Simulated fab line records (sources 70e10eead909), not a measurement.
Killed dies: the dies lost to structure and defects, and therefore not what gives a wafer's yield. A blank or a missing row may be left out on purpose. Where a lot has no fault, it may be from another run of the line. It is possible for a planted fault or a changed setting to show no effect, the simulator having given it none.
A lot that was struck, set against a sound lot -- flow nand-harc -- 11 out of 1159 route steps
Sound: these wafers, L880.3, L880.4, L880.6. Wafers struck: L881.1, L881.5, L881.6. The cause is named last.
For every step that has rows: the tool of each side, followed by ch and its chambers, followed by its first start. Under that, the readings that differ: sound wafers -- struck wafers -- difference of the means -- sigmas: that difference in standard deviations of wafers without a fault.
alike: words and numbers the same on both sides, and readings whose means are apart by under 2 such deviations; not compared: readings that were withheld, readings missing a value for some wafer, numbers with overlapping values and no deviation given by the record, and bounds like >300 which may hide the same value.
A row with sigmas, a row that says differs or no value, or rows on one side alone: a step with any of these is where the two part. Non-overlapping numbers with no deviation appear without sigmas and do not part them. A reading that every wafer of one side lacks parts them only if that side has two wafers or more.

first, 1 step without rows for these wafers: NHARC_A_WL_FILL_CVD_23 (deposits poly-Si, target thk 40 nm, time 800 s).
NHARC_A_WL_FILL_ETCHBACK_26: etches the open film in HBr, target depth 52 nm, time 13.3 s.
  sound on rie-si-05 ch 0,1, day 16 02:34; struck on rie-si-05 ch 1,2,3, day 16 18:04
  alike: drypump-motor-current-A, oes-product-au, throttle-valve-pct
  not compared: rf-hours-counter-h
then, 2 steps without rows for these wafers: NHARC_A_WL_FILL_PRECLEAN_30 (cleans in dHF, time 10 s); NHARC_A_WL_FILL_SRD_14.
NHARC_A_WL_FILL_ALD_19: deposits TiN, target thk 2 nm, pulse time 3 s, ald cycles 100.
  sound on ald-metal-01 ch 0,1,3, day 16 02:52; struck on ald-metal-04 ch 2,3, day 16 18:19
  alike: heater-power-w, precursor-pulse-height-rel
NHARC_A_WL_FILL_CVD_20: deposits W, target thk 75 nm, time 5064 s.
  sound on cvd-w-02 ch 0,1; struck on cvd-w-02 ch 0,1
  alike: heater-power-w, throttle-valve-pct
NHARC_A_WL_FILL_CMP_12: polishes, t overpolish 30 s, target thk 75 nm.
  sound on cmp-02 ch 1,2, day 16 12:26; struck on cmp-02 ch 1,2, day 16 23:37
  alike: motor-current-A, overpolish-run-s, time-to-endpoint-s
next, for these wafers, 1 step has no rows: NHARC_A_WL_FILL_SRD_31.
NHARC_A_WL_FILL_INSPECT_15:
  sound on defect-inspect-02, day 16 12:56; struck on defect-inspect-02, day 17 00:03
  alike: raw-defect-count
NHARC_A_CONTACT_DEP_24: deposits SiO2, target thk 500 nm.
  sound on pecvd-04 ch 0,1, day 16 13:04; struck on pecvd-01 ch 0,1, day 17 00:44
  alike: heater-power-w, throttle-valve-pct
-- jump in the record: it breaks off in module A_CONTACT and resumes in module END (first step shown: number 1159 of the route), and 3 days separate the struck wafers' starts before and after --
NHARC_END_SORT_01:
  sound on prober-02 ch 0, day 19 18:19; struck on prober-02 ch 0, day 20 08:15
  alike: killed-at-array, killed-at-other, killed-at-periphery, killed-dies, killed-open, killed-short

== WHERE THEY PART ==
Nowhere in this record.

WHY: what had been put in by the simulator
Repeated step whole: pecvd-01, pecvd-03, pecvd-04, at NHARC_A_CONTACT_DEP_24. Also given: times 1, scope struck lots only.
